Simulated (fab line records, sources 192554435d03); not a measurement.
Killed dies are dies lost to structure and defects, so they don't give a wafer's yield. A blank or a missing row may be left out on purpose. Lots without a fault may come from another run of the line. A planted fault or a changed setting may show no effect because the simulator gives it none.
Problem report in the 8D (eight disciplines) form, filled by code | flow n5_finfet | the parts of the form that need people (team, actions taken, sign-off) are left out

1. THE PROBLEM
cathode_dc_power_W at N5_BEOL_M14_SPUTTER_45 reads a mean of 23736 W on 6 wafers of 2 lots; wafers without a fault read 26000 W with a standard deviation of 4.9. That is -99 or more standard deviations from the usual mean.
The step: material Cu, target thk 100 nm, time 16.67 s.
First seen on wafer L237.3, day 13 10:01, on pvd_sputter-02. The record holds 37 wafers of 13 lots with a number at this step. Rule for "out", or "out of limits": more than 4 standard deviations from the usual mean. The other wafers with a number count as sound.

2. WHAT IT IS AND WHAT IT IS NOT
question                    | is                     | is not
which readings at this step | cathode_dc_power_W     | throttle_valve_pct
which lots                  | L236, L237             | L232, L233, L234, L235, L242, L245, L246, L248, L253, L254, L255
which wafers of those lots  | all that have a number | -
read on which tools         | pvd_sputter-02         | pvd_sputter-01, pvd_sputter-03
when                        | from day 13 10:01      | up to then (12 sound wafers); but 19 sound wafers of L242, L245, L246, L248, L253, L254, L255 came after

3. SUSPECTS, AND WHAT RULES EACH OUT
Counting: a tool at a process step up to the reading stays a suspect if it ran every lot that is out and no sound lot after the first of them.
- pvd_sputter-02 at N5_BEOL_M14_SPUTTER_45 (material Cu, target thk 100 nm, time 16.67 s): kept. It ran every lot that is out, first L237 (day 13 10:01), and no sound lot after that; its last sound lot up to then is L235 (day 12 17:50). Its own readings are out on those wafers: cathode_dc_power_W.
Left after counting: pvd_sputter-02 at N5_BEOL_M14_SPUTTER_45.

4. THE CAUSE (what the simulator had put in)
Process parameter drift: pvd_sputter-02, from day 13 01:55 on, at N5_BEOL_M14_SPUTTER_45. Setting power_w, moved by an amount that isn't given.
Counting left only this tool.

5. THE CHAIN OF EFFECTS, in route order
Each row: a reading whose mean over the struck wafers that have a number lies more than 3 standard deviations from the usual. Only readings for which the record gives a usual standard deviation are gone through. hours: the time from each lot's start at the first step in this table that gives one to its start at this step, as a median over the lots. sigmas: the change in usual standard deviations.
hours | step                   | reading            | usual   | on struck wafers | change | sigmas
0     | N5_BEOL_M14_SPUTTER_45 | cathode_dc_power_W | 26000 W | 23736            | -2264  | -99 or more
The process steps in it:
- N5_BEOL_M14_SPUTTER_45: material Cu, target thk 100 nm, time 16.67 s.

6. WHAT WOULD HAVE CAUGHT IT SOONER
In this record the first reading out of limits was taken at day 13 10:01, 8 hours after the fault began at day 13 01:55.
